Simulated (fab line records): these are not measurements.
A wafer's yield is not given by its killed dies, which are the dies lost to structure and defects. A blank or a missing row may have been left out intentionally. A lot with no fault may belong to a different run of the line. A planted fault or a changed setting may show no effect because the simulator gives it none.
Which of the tools did it? / flow nand-harc / 24 lots, 72 wafers sampled, at 4 steps of a route of 1302

## WHAT THE GAUGES SHOWED, per wafer
NHARC_A_M0_INSPECT_11. Usual: raw-defect-count at 80, with a standard deviation of 37.
lot=L074; measured=day 23 02:11; on=defect-inspect-02; raw-defect-count=97 89 79; flag=
lot=L075; measured=day 23 07:37; on=defect-inspect-01; raw-defect-count=62 65 55; flag=
lot=L076; measured=day 23 13:53; on=defect-inspect-02; raw-defect-count=67 73 72; flag=
lot=L078; measured=day 24 01:32; on=defect-inspect-01; raw-defect-count=30 31 27; flag=
lot=L077; measured=day 24 03:47; on=defect-inspect-02; raw-defect-count=153 146 152; flag=
lot=L080; measured=day 25 06:04; on=defect-inspect-02; raw-defect-count=63 53 74; flag=
lot=L079; measured=day 25 09:38; on=defect-inspect-02; raw-defect-count=32 29 39; flag=
lot=L081; measured=day 25 19:45; on=defect-inspect-02; raw-defect-count=106 104 116; flag=
lot=L082; measured=day 26 04:26; on=defect-inspect-02; raw-defect-count=88 77 89; flag=
lot=L083; measured=day 26 06:11; on=defect-inspect-01; raw-defect-count=77 73 83; flag=
lot=L084; measured=day 26 18:36; on=defect-inspect-02; raw-defect-count=71 66 51; flag=
lot=L085; measured=day 27 03:50; on=defect-inspect-02; raw-defect-count=41 37 48; flag=
lot=L086; measured=day 27 14:52; on=defect-inspect-02; raw-defect-count=12 16 29; flag=
lot=L087; measured=day 27 16:34; on=defect-inspect-01; raw-defect-count=135 140 125; flag=
lot=L088; measured=day 28 10:06; on=defect-inspect-01; raw-defect-count=50 49 47; flag=
lot=L089; measured=day 28 13:51; on=defect-inspect-02; raw-defect-count=117 93 126; flag=
lot=L090; measured=day 29 07:23; on=defect-inspect-02; raw-defect-count=115 123 125; flag=
lot=L091; measured=day 29 13:00; on=defect-inspect-01; raw-defect-count=89 89 91; flag=
lot=L092; measured=day 30 15:11; on=defect-inspect-01; raw-defect-count=67 86 84; flag=
lot=L093; measured=day 30 16:00; on=defect-inspect-01; raw-defect-count=125 101 122; flag=
lot=L094; measured=day 31 08:55; on=defect-inspect-01; raw-defect-count=115 121 121; flag=
lot=L095; measured=day 31 12:05; on=defect-inspect-02; raw-defect-count=17 21 21; flag=
lot=L096; measured=day 31 19:40; on=defect-inspect-01; raw-defect-count=114 101 104; flag=
lot=L097; measured=day 32 03:08; on=defect-inspect-02; raw-defect-count=59 54 62; flag=

## WHAT TOOL EACH LOT RAN ON (gives the tool, then ch and the chambers of the sampled wafers, and finally the start)
lot=L074; NHARC_A_CONTACT_ETCH_31=rie-diel-05 ch 0,1,2, day 23 00:43 or earlier; NHARC_A_CONTACT_ETCH_98=rie-diel-05 ch 0,1,3, day 23 00:43 or earlier; NHARC_A_BLC_CMP_25=cmp-01 ch 0,1,2, day 23 00:43
lot=L075; NHARC_A_CONTACT_ETCH_31=rie-diel-05 ch 0,1,2, day 23 06:17 or earlier; NHARC_A_CONTACT_ETCH_98=rie-diel-05 ch 0,1,3, day 23 06:17 or earlier; NHARC_A_BLC_CMP_25=cmp-03 ch 0,1, day 23 06:17
lot=L076; NHARC_A_CONTACT_ETCH_31=rie-diel-05 ch 0,1,3, day 23 12:30 or earlier; NHARC_A_CONTACT_ETCH_98=rie-diel-05 ch 0,2,3, day 23 12:30 or earlier; NHARC_A_BLC_CMP_25=cmp-02 ch 0,1,3, day 23 12:30
lot=L078; NHARC_A_CONTACT_ETCH_31=rie-diel-05 ch 1,2,3, day 24 00:08 or earlier; NHARC_A_CONTACT_ETCH_98=rie-diel-05 ch 0,1,3, day 24 00:08 or earlier; NHARC_A_BLC_CMP_25=cmp-03 ch 1,3, day 24 00:08
lot=L077; NHARC_A_CONTACT_ETCH_31=rie-diel-05 ch 0,2,3, day 24 02:22 or earlier; NHARC_A_CONTACT_ETCH_98=rie-diel-05 ch 1,2,3, day 24 02:22 or earlier; NHARC_A_BLC_CMP_25=cmp-01 ch 0,1,3, day 24 02:22
lot=L080; NHARC_A_CONTACT_ETCH_31=rie-diel-05 ch 0,2,3, day 25 04:46 or earlier; NHARC_A_CONTACT_ETCH_98=rie-diel-10 ch 0,1,3, day 25 04:46 or earlier; NHARC_A_BLC_CMP_25=cmp-03 ch 0,2,3, day 25 04:46
lot=L079; NHARC_A_CONTACT_ETCH_31=rie-diel-01 ch 1,2,3, day 25 08:13 or earlier; NHARC_A_CONTACT_ETCH_98=rie-diel-05 ch 0,1,2, day 25 08:13 or earlier; NHARC_A_BLC_CMP_25=cmp-03 ch 0,1,3, day 25 08:13
lot=L081; NHARC_A_CONTACT_ETCH_31=rie-diel-10 ch 1,3, day 25 18:28 or earlier; NHARC_A_CONTACT_ETCH_98=rie-diel-01 ch 0,3, day 25 18:28 or earlier; NHARC_A_BLC_CMP_25=cmp-03 ch 0,1,2, day 25 18:28
lot=L082; NHARC_A_CONTACT_ETCH_31=rie-diel-05 ch 1,2, day 26 02:59 or earlier; NHARC_A_CONTACT_ETCH_98=rie-diel-01 ch 0,2,3, day 26 02:59 or earlier; NHARC_A_BLC_CMP_25=cmp-03 ch 0,2,3, day 26 02:59
lot=L083; NHARC_A_CONTACT_ETCH_31=rie-diel-05 ch 1,2, day 26 04:48 or earlier; NHARC_A_CONTACT_ETCH_98=rie-diel-10 ch 1,3, day 26 04:48 or earlier; NHARC_A_BLC_CMP_25=cmp-01 ch 1,2,3, day 26 04:48
lot=L084; NHARC_A_CONTACT_ETCH_31=rie-diel-05 ch 1,2, day 26 17:10 or earlier; NHARC_A_CONTACT_ETCH_98=rie-diel-05 ch 1,2,3, day 26 17:10 or earlier; NHARC_A_BLC_CMP_25=cmp-03 ch 0,1, day 26 17:10
lot=L085; NHARC_A_CONTACT_ETCH_31=rie-diel-10 ch 0,3, day 27 02:32 or earlier; NHARC_A_CONTACT_ETCH_98=rie-diel-10 ch 0,3, day 27 02:32 or earlier; NHARC_A_BLC_CMP_25=cmp-03 ch 1,2, day 27 02:32
lot=L086; NHARC_A_CONTACT_ETCH_31=rie-diel-10 ch 1,2,3, day 27 13:28 or earlier; NHARC_A_CONTACT_ETCH_98=rie-diel-05 ch 0,1, day 27 13:28 or earlier; NHARC_A_BLC_CMP_25=cmp-02 ch 0,2,3, day 27 13:28
lot=L087; NHARC_A_CONTACT_ETCH_31=rie-diel-05 ch 0,1,3, day 27 15:11 or earlier; NHARC_A_CONTACT_ETCH_98=rie-diel-05 ch 1,3, day 27 15:11 or earlier; NHARC_A_BLC_CMP_25=cmp-03 ch 1,2,3, day 27 15:11
lot=L088; NHARC_A_CONTACT_ETCH_31=rie-diel-05 ch 0,1, day 28 08:40 or earlier; NHARC_A_CONTACT_ETCH_98=rie-diel-05 ch 0,1, day 28 08:40 or earlier; NHARC_A_BLC_CMP_25=cmp-03 ch 1,2, day 28 08:40
lot=L089; NHARC_A_CONTACT_ETCH_31=rie-diel-05 ch 0,1, day 28 12:33 or earlier; NHARC_A_CONTACT_ETCH_98=rie-diel-01 ch 0,1, day 28 12:33 or earlier; NHARC_A_BLC_CMP_25=cmp-03 ch 1,2, day 28 12:33
lot=L090; NHARC_A_CONTACT_ETCH_31=rie-diel-05 ch 0,2, day 29 05:58 or earlier; NHARC_A_CONTACT_ETCH_98=rie-diel-01 ch 1,2, day 29 05:58 or earlier; NHARC_A_BLC_CMP_25=cmp-02 ch 2,3, day 29 05:58
lot=L091; NHARC_A_CONTACT_ETCH_31=rie-diel-05 ch 0,1,2, day 29 11:34 or earlier; NHARC_A_CONTACT_ETCH_98=rie-diel-05 ch 0,1,3, day 29 11:34 or earlier; NHARC_A_BLC_CMP_25=cmp-03 ch 0,3, day 29 11:34
lot=L092; NHARC_A_CONTACT_ETCH_31=rie-diel-05 ch 0,2,3, day 30 13:47 or earlier; NHARC_A_CONTACT_ETCH_98=rie-diel-05 ch 0,1, day 30 13:47 or earlier; NHARC_A_BLC_CMP_25=cmp-02 ch 0,2,3, day 30 13:47
lot=L093; NHARC_A_CONTACT_ETCH_31=rie-diel-01 ch 0,1,3, day 30 14:42 or earlier; NHARC_A_CONTACT_ETCH_98=rie-diel-05 ch 1,3, day 30 14:42 or earlier; NHARC_A_BLC_CMP_25=cmp-03 ch 0,3, day 30 14:42
lot=L094; NHARC_A_CONTACT_ETCH_31=rie-diel-05 ch 0,1,3, day 31 07:39 or earlier; NHARC_A_CONTACT_ETCH_98=rie-diel-05 ch 0,2,3, day 31 07:39 or earlier; NHARC_A_BLC_CMP_25=cmp-01 ch 1,2,3, day 31 07:39
lot=L095; NHARC_A_CONTACT_ETCH_31=rie-diel-01 ch 2,3, day 31 10:47 or earlier; NHARC_A_CONTACT_ETCH_98=rie-diel-05 ch 0,2,3, day 31 10:47 or earlier; NHARC_A_BLC_CMP_25=cmp-03 ch 1,2,3, day 31 10:47
lot=L096; NHARC_A_CONTACT_ETCH_31=rie-diel-05 ch 0,2,3, day 31 18:13 or earlier; NHARC_A_CONTACT_ETCH_98=rie-diel-10 ch 1,2, day 31 18:13 or earlier; NHARC_A_BLC_CMP_25=cmp-03 ch 1,3, day 31 18:13
lot=L097; NHARC_A_CONTACT_ETCH_31=rie-diel-05 ch 0,2,3, day 32 01:50 or earlier; NHARC_A_CONTACT_ETCH_98=rie-diel-10 ch 0,2,3, day 32 01:50 or earlier; NHARC_A_BLC_CMP_25=cmp-01 ch 1,2,3, day 32 01:50
- NHARC_A_CONTACT_ETCH_31: etches the open film in O2/COS, target depth 2800 nm, time 728 s.
- NHARC_A_CONTACT_ETCH_98: etches the open film in C4F6/O2, target depth 20 nm, time 10 s.
- NHARC_A_BLC_CMP_25: polishes, t overpolish 30 s, target thk 150 nm.

## WHAT THE TOOLS THEMSELVES READ (means of the sampled wafers that have a number; where no wafer has one, the mark that the record gives instead)
NHARC_A_CONTACT_ETCH_31. Usual: drypump-motor-current-A 5.82 A, standard deviation 0.25; oes-product-au 0.996 a.u., standard deviation 0.014; rf-vpp-V 314.6 V, standard deviation 1.5; showerhead-plenum-p-Torr 3.15 Torr, standard deviation 0.099; throttle-valve-pct 28.330 %, standard deviation 0.0083.
lot=L074; tool=rie-diel-05; drypump-motor-current-A (A)=5.94; oes-product-au (a.u.)=0.995; rf-vpp-V (V)=313.9; showerhead-plenum-p-Torr (Torr)=3.10; throttle-valve-pct (%)=28.329; flag=
lot=L075; tool=rie-diel-05; drypump-motor-current-A (A)=5.94; oes-product-au (a.u.)=0.993; rf-vpp-V (V)=313.5; showerhead-plenum-p-Torr (Torr)=3.10; throttle-valve-pct (%)=28.334; flag=
lot=L076; tool=rie-diel-05; drypump-motor-current-A (A)=5.79; oes-product-au (a.u.)=0.997; rf-vpp-V (V)=314.9; showerhead-plenum-p-Torr (Torr)=3.18; throttle-valve-pct (%)=28.326; flag=
lot=L078; tool=rie-diel-05; drypump-motor-current-A (A)=5.92; oes-product-au (a.u.)=0.994; rf-vpp-V (V)=314.5; showerhead-plenum-p-Torr (Torr)=3.13; throttle-valve-pct (%)=28.328; flag=
lot=L077; tool=rie-diel-05; drypump-motor-current-A (A)=5.85; oes-product-au (a.u.)=1.005; rf-vpp-V (V)=314.4; showerhead-plenum-p-Torr (Torr)=3.12; throttle-valve-pct (%)=28.333; flag=
lot=L080; tool=rie-diel-05; drypump-motor-current-A (A)=5.83; oes-product-au (a.u.)=1.007; rf-vpp-V (V)=313.7; showerhead-plenum-p-Torr (Torr)=3.12; throttle-valve-pct (%)=28.329; flag=
lot=L079; tool=rie-diel-01; drypump-motor-current-A (A)=5.88; oes-product-au (a.u.)=0.993; rf-vpp-V (V)=316.1; showerhead-plenum-p-Torr (Torr)=3.22; throttle-valve-pct (%)=28.334; flag=
lot=L081; tool=rie-diel-10; drypump-motor-current-A (A)=5.81; oes-product-au (a.u.)=1.018; rf-vpp-V (V)=314.0; showerhead-plenum-p-Torr (Torr)=3.14; throttle-valve-pct (%)=28.333; flag=
lot=L082; tool=rie-diel-05; drypump-motor-current-A (A)=6.02; oes-product-au (a.u.)=0.991; rf-vpp-V (V)=314.2; showerhead-plenum-p-Torr (Torr)=3.10; throttle-valve-pct (%)=28.329; flag=
lot=L083; tool=rie-diel-05; drypump-motor-current-A (A)=6.01; oes-product-au (a.u.)=0.997; rf-vpp-V (V)=314.6; showerhead-plenum-p-Torr (Torr)=3.10; throttle-valve-pct (%)=28.338; flag=
lot=L084; tool=rie-diel-05; drypump-motor-current-A (A)=6.00; oes-product-au (a.u.)=0.991; rf-vpp-V (V)=314.0; showerhead-plenum-p-Torr (Torr)=3.10; throttle-valve-pct (%)=28.323; flag=
lot=L085; tool=rie-diel-10; drypump-motor-current-A (A)=5.63; oes-product-au (a.u.)=0.977; rf-vpp-V (V)=316.3; showerhead-plenum-p-Torr (Torr)=3.28; throttle-valve-pct (%)=28.335; flag=
lot=L086; tool=rie-diel-10; drypump-motor-current-A (A)=5.70; oes-product-au (a.u.)=0.991; rf-vpp-V (V)=315.9; showerhead-plenum-p-Torr (Torr)=3.21; throttle-valve-pct (%)=28.331; flag=
lot=L087; tool=rie-diel-05; drypump-motor-current-A (A)=5.81; oes-product-au (a.u.)=0.990; rf-vpp-V (V)=314.5; showerhead-plenum-p-Torr (Torr)=3.17; throttle-valve-pct (%)=28.330; flag=
lot=L088; tool=rie-diel-05; drypump-motor-current-A (A)=5.80; oes-product-au (a.u.)=0.995; rf-vpp-V (V)=313.8; showerhead-plenum-p-Torr (Torr)=3.14; throttle-valve-pct (%)=28.335; flag=
lot=L089; tool=rie-diel-05; drypump-motor-current-A (A)=5.81; oes-product-au (a.u.)=0.993; rf-vpp-V (V)=314.9; showerhead-plenum-p-Torr (Torr)=3.14; throttle-valve-pct (%)=28.332; flag=
lot=L090; tool=rie-diel-05; drypump-motor-current-A (A)=5.98; oes-product-au (a.u.)=1.016; rf-vpp-V (V)=312.4; showerhead-plenum-p-Torr (Torr)=3.02; throttle-valve-pct (%)=28.336; flag=
lot=L091; tool=rie-diel-05; drypump-motor-current-A (A)=5.92; oes-product-au (a.u.)=1.004; rf-vpp-V (V)=313.8; showerhead-plenum-p-Torr (Torr)=3.08; throttle-valve-pct (%)=28.327; flag=
lot=L092; tool=rie-diel-05; drypump-motor-current-A (A)=5.84; oes-product-au (a.u.)=0.998; rf-vpp-V (V)=314.0; showerhead-plenum-p-Torr (Torr)=3.10; throttle-valve-pct (%)=28.326; flag=
lot=L093; tool=rie-diel-01; drypump-motor-current-A (A)=5.50; oes-product-au (a.u.)=1.006; rf-vpp-V (V)=313.6; showerhead-plenum-p-Torr (Torr)=3.13; throttle-valve-pct (%)=28.326; flag=
lot=L094; tool=rie-diel-05; drypump-motor-current-A (A)=5.81; oes-product-au (a.u.)=0.992; rf-vpp-V (V)=315.1; showerhead-plenum-p-Torr (Torr)=3.16; throttle-valve-pct (%)=28.334; flag=
lot=L095; tool=rie-diel-01; drypump-motor-current-A (A)=5.78; oes-product-au (a.u.)=0.997; rf-vpp-V (V)=316.3; showerhead-plenum-p-Torr (Torr)=3.28; throttle-valve-pct (%)=28.330; flag=
lot=L096; tool=rie-diel-05; drypump-motor-current-A (A)=5.84; oes-product-au (a.u.)=0.992; rf-vpp-V (V)=313.9; showerhead-plenum-p-Torr (Torr)=3.10; throttle-valve-pct (%)=28.337; flag=
lot=L097; tool=rie-diel-05; drypump-motor-current-A (A)=5.85; oes-product-au (a.u.)=1.003; rf-vpp-V (V)=314.4; showerhead-plenum-p-Torr (Torr)=3.10; throttle-valve-pct (%)=28.329; flag=

NHARC_A_CONTACT_ETCH_98. Usual: drypump-motor-current-A 5.8 A, standard deviation 0.31; oes-product-au 0.952 a.u., standard deviation 0.019; rf-vpp-V 547.7 V, standard deviation 2.8; showerhead-plenum-p-Torr 3.96 Torr, standard deviation 0.13; throttle-valve-pct 26.904 %, standard deviation 0.0083.
lot=L074; tool=rie-diel-05; drypump-motor-current-A (A)=5.8; oes-product-au (a.u.)=0.943; rf-vpp-V (V)=548.8; showerhead-plenum-p-Torr (Torr)=4.00; throttle-valve-pct (%)=26.897; flag=
lot=L075; tool=rie-diel-05; drypump-motor-current-A (A)=5.8; oes-product-au (a.u.)=0.959; rf-vpp-V (V)=548.4; showerhead-plenum-p-Torr (Torr)=4.00; throttle-valve-pct (%)=26.892; flag=
lot=L076; tool=rie-diel-05; drypump-motor-current-A (A)=5.9; oes-product-au (a.u.)=0.963; rf-vpp-V (V)=545.7; showerhead-plenum-p-Torr (Torr)=3.92; throttle-valve-pct (%)=26.903; flag=
lot=L078; tool=rie-diel-05; drypump-motor-current-A (A)=5.8; oes-product-au (a.u.)=0.947; rf-vpp-V (V)=548.4; showerhead-plenum-p-Torr (Torr)=3.99; throttle-valve-pct (%)=26.897; flag=
lot=L077; tool=rie-diel-05; drypump-motor-current-A (A)=5.9; oes-product-au (a.u.)=0.943; rf-vpp-V (V)=547.1; showerhead-plenum-p-Torr (Torr)=3.93; throttle-valve-pct (%)=26.910; flag=
lot=L080; tool=rie-diel-10; drypump-motor-current-A (A)=5.7; oes-product-au (a.u.)=0.981; rf-vpp-V (V)=549.2; showerhead-plenum-p-Torr (Torr)=4.03; throttle-valve-pct (%)=26.902; flag=
lot=L079; tool=rie-diel-05; drypump-motor-current-A (A)=5.9; oes-product-au (a.u.)=0.946; rf-vpp-V (V)=546.1; showerhead-plenum-p-Torr (Torr)=3.89; throttle-valve-pct (%)=26.898; flag=
lot=L081; tool=rie-diel-01; drypump-motor-current-A (A)=5.0; oes-product-au (a.u.)=1.002; rf-vpp-V (V)=547.6; showerhead-plenum-p-Torr (Torr)=3.97; throttle-valve-pct (%)=26.903; flag=
lot=L082; tool=rie-diel-01; drypump-motor-current-A (A)=5.4; oes-product-au (a.u.)=0.950; rf-vpp-V (V)=549.1; showerhead-plenum-p-Torr (Torr)=4.05; throttle-valve-pct (%)=26.916; flag=
lot=L083; tool=rie-diel-10; drypump-motor-current-A (A)=5.8; oes-product-au (a.u.)=0.950; rf-vpp-V (V)=547.6; showerhead-plenum-p-Torr (Torr)=3.97; throttle-valve-pct (%)=26.906; flag=
lot=L084; tool=rie-diel-05; drypump-motor-current-A (A)=5.9; oes-product-au (a.u.)=0.948; rf-vpp-V (V)=546.0; showerhead-plenum-p-Torr (Torr)=3.92; throttle-valve-pct (%)=26.909; flag=
lot=L085; tool=rie-diel-10; drypump-motor-current-A (A)=5.7; oes-product-au (a.u.)=0.928; rf-vpp-V (V)=551.4; showerhead-plenum-p-Torr (Torr)=4.11; throttle-valve-pct (%)=26.901; flag=
lot=L086; tool=rie-diel-05; drypump-motor-current-A (A)=5.8; oes-product-au (a.u.)=0.941; rf-vpp-V (V)=547.7; showerhead-plenum-p-Torr (Torr)=3.95; throttle-valve-pct (%)=26.906; flag=
lot=L087; tool=rie-diel-05; drypump-motor-current-A (A)=5.9; oes-product-au (a.u.)=0.926; rf-vpp-V (V)=547.7; showerhead-plenum-p-Torr (Torr)=3.99; throttle-valve-pct (%)=26.906; flag=
lot=L088; tool=rie-diel-05; drypump-motor-current-A (A)=5.9; oes-product-au (a.u.)=0.929; rf-vpp-V (V)=547.9; showerhead-plenum-p-Torr (Torr)=3.95; throttle-valve-pct (%)=26.900; flag=
lot=L089; tool=rie-diel-01; drypump-motor-current-A (A)=5.7; oes-product-au (a.u.)=0.950; rf-vpp-V (V)=546.6; showerhead-plenum-p-Torr (Torr)=3.84; throttle-valve-pct (%)=26.905; flag=
lot=L090; tool=rie-diel-01; drypump-motor-current-A (A)=6.0; oes-product-au (a.u.)=0.946; rf-vpp-V (V)=548.4; showerhead-plenum-p-Torr (Torr)=4.03; throttle-valve-pct (%)=26.910; flag=
lot=L091; tool=rie-diel-05; drypump-motor-current-A (A)=5.8; oes-product-au (a.u.)=0.962; rf-vpp-V (V)=549.3; showerhead-plenum-p-Torr (Torr)=3.98; throttle-valve-pct (%)=26.906; flag=
lot=L092; tool=rie-diel-05; drypump-motor-current-A (A)=5.9; oes-product-au (a.u.)=0.955; rf-vpp-V (V)=547.9; showerhead-plenum-p-Torr (Torr)=3.95; throttle-valve-pct (%)=26.903; flag=
lot=L093; tool=rie-diel-05; drypump-motor-current-A (A)=5.8; oes-product-au (a.u.)=0.930; rf-vpp-V (V)=549.1; showerhead-plenum-p-Torr (Torr)=4.02; throttle-valve-pct (%)=26.907; flag=
lot=L094; tool=rie-diel-05; drypump-motor-current-A (A)=5.8; oes-product-au (a.u.)=0.960; rf-vpp-V (V)=546.6; showerhead-plenum-p-Torr (Torr)=3.90; throttle-valve-pct (%)=26.911; flag=
lot=L095; tool=rie-diel-05; drypump-motor-current-A (A)=5.8; oes-product-au (a.u.)=0.948; rf-vpp-V (V)=545.7; showerhead-plenum-p-Torr (Torr)=3.90; throttle-valve-pct (%)=26.909; flag=
lot=L096; tool=rie-diel-10; drypump-motor-current-A (A)=5.7; oes-product-au (a.u.)=0.951; rf-vpp-V (V)=548.3; showerhead-plenum-p-Torr (Torr)=3.98; throttle-valve-pct (%)=26.905; flag=
lot=L097; tool=rie-diel-10; drypump-motor-current-A (A)=5.6; oes-product-au (a.u.)=0.940; rf-vpp-V (V)=550.0; showerhead-plenum-p-Torr (Torr)=4.10; throttle-valve-pct (%)=26.902; flag=

NHARC_A_BLC_CMP_25. Usual: motor-current-A 12.2 A, standard deviation 1.4; overpolish-run-s 30.000 s, standard deviation 0.0084; time-to-endpoint-s 29.7 s, standard deviation 2.6.
lot=L074; tool=cmp-01; motor-current-A (A)=14.1; overpolish-run-s (s)=30.001; time-to-endpoint-s (s)=32.0; flag=
lot=L075; tool=cmp-03; motor-current-A (A)=10.9; overpolish-run-s (s)=29.997; time-to-endpoint-s (s)=32.0; flag=
lot=L076; tool=cmp-02; motor-current-A (A)=12.1; overpolish-run-s (s)=29.994; time-to-endpoint-s (s)=31.3; flag=
lot=L078; tool=cmp-03; motor-current-A (A)=12.9; overpolish-run-s (s)=30.004; time-to-endpoint-s (s)=28.2; flag=
lot=L077; tool=cmp-01; motor-current-A (A)=14.3; overpolish-run-s (s)=30.002; time-to-endpoint-s (s)=31.7; flag=
lot=L080; tool=cmp-03; motor-current-A (A)=12.0; overpolish-run-s (s)=29.991; time-to-endpoint-s (s)=29.8; flag=
lot=L079; tool=cmp-03; motor-current-A (A)=11.7; overpolish-run-s (s)=30.000; time-to-endpoint-s (s)=26.9; flag=
lot=L081; tool=cmp-03; motor-current-A (A)=11.4; overpolish-run-s (s)=29.998; time-to-endpoint-s (s)=27.5; flag=
lot=L082; tool=cmp-03; motor-current-A (A)=11.6; overpolish-run-s (s)=29.993; time-to-endpoint-s (s)=28.7; flag=
lot=L083; tool=cmp-01; motor-current-A (A)=14.5; overpolish-run-s (s)=29.997; time-to-endpoint-s (s)=26.9; flag=
lot=L084; tool=cmp-03; motor-current-A (A)=11.1; overpolish-run-s (s)=29.996; time-to-endpoint-s (s)=31.3; flag=
lot=L085; tool=cmp-03; motor-current-A (A)=11.4; overpolish-run-s (s)=30.001; time-to-endpoint-s (s)=27.4; flag=
lot=L086; tool=cmp-02; motor-current-A (A)=11.8; overpolish-run-s (s)=30.002; time-to-endpoint-s (s)=30.7; flag=
lot=L087; tool=cmp-03; motor-current-A (A)=12.2; overpolish-run-s (s)=29.998; time-to-endpoint-s (s)=28.5; flag=
lot=L088; tool=cmp-03; motor-current-A (A)=11.6; overpolish-run-s (s)=29.999; time-to-endpoint-s (s)=27.3; flag=
lot=L089; tool=cmp-03; motor-current-A (A)=11.7; overpolish-run-s (s)=29.996; time-to-endpoint-s (s)=26.5; flag=
lot=L090; tool=cmp-02; motor-current-A (A)=11.6; overpolish-run-s (s)=29.996; time-to-endpoint-s (s)=28.5; flag=
lot=L091; tool=cmp-03; motor-current-A (A)=11.7; overpolish-run-s (s)=29.997; time-to-endpoint-s (s)=32.8; flag=
lot=L092; tool=cmp-02; motor-current-A (A)=11.4; overpolish-run-s (s)=30.001; time-to-endpoint-s (s)=31.7; flag=
lot=L093; tool=cmp-03; motor-current-A (A)=12.8; overpolish-run-s (s)=30.006; time-to-endpoint-s (s)=30.5; flag=
lot=L094; tool=cmp-01; motor-current-A (A)=14.3; overpolish-run-s (s)=30.001; time-to-endpoint-s (s)=33.7; flag=
lot=L095; tool=cmp-03; motor-current-A (A)=12.2; overpolish-run-s (s)=29.999; time-to-endpoint-s (s)=28.4; flag=
lot=L096; tool=cmp-03; motor-current-A (A)=12.8; overpolish-run-s (s)=30.008; time-to-endpoint-s (s)=29.1; flag=
lot=L097; tool=cmp-01; motor-current-A (A)=14.2; overpolish-run-s (s)=29.996; time-to-endpoint-s (s)=32.6; flag=

## THE ANSWER, worked out from the rows above alone
Rule: take the mean of a lot's wafers that have a number; if it is more than 3 standard deviations from the usual mean, the lot is off. A lot without any number at a reading at which 4 lots or more have one is off too. The other lots that the step has rows for count as sound. The gauges are gone through in route order, then the tools' own readings, and for those a lot's mean is taken as printed above. The first step at which some lot is off is used, and at that step the reading that is off furthest; a lot without a number counts as furthest.
None of the lots is off at any reading shown; this tells nothing.

## WHAT THE SIMULATOR PUT IN
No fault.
